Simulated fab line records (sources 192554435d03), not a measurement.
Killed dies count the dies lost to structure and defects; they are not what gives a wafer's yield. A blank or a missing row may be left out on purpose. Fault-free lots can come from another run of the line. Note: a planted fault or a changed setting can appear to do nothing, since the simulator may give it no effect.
Which of the tools did it? | flow n5Finfet | at 1 step of a route of 1938, 12 lots with 36 wafers sampled

== WHAT THE GAUGES SHOWED, per wafer ==
N5_FIN_SAQP_OCD_MEAS_76.
lot  | measured    | on     | trenchDepthNm (nm)
L075 | day 2 07:49 | ocd-02 | 119.4 120.0 121.3
L077 | day 2 20:01 | ocd-02 | 118.5 119.1 118.8
L079 | day 3 08:50 | ocd-01 | 121.8 119.4 122.4
L081 | day 3 20:09 | ocd-02 | 120.6 120.4 122.4
L083 | day 4 08:07 | ocd-02 | 119.1 118.7 118.7
L085 | day 4 20:02 | ocd-01 | 122.7 119.5 123.7
L087 | day 5 09:55 | ocd-02 | 122.4 119.0 120.9
L089 | day 5 21:25 | ocd-02 | 118.6 122.0 122.2
L091 | day 6 08:24 | ocd-02 | 119.1 123.1 119.9
L093 | day 6 20:20 | ocd-02 | 121.1 121.3 122.0
L095 | day 7 08:11 | ocd-01 | 116.1 117.6 120.1
L097 | day 7 19:55 | ocd-02 | 118.8 118.8 117.9

== EACH LOT AND THE TOOL THAT RAN IT (in order: tool; ch and the chambers of the sampled wafers; start) ==
No process step before these readings appears in the record.

== THE ANSWER, worked out from the rows above alone ==
Rule: usual is defined by the lots themselves. Put in order of their means at a reading, lots are off if they are a third of the lots or fewer, leave a main group of 4 or more, and stand apart from it by a gap of 3 or more times the standard deviation of the main group's means; of several such gaps the widest counts. The tables above print the reading to a certain number of digits; a main group whose means all agree to those digits is not used. Also off: a lot with no number at a reading for which 4 or more lots have one. Any other lot the step has rows for is counted as sound.
Nothing can be told from this: no lot is off at any reading shown.

== WHAT WAS PUT IN BY THE SIMULATOR ==
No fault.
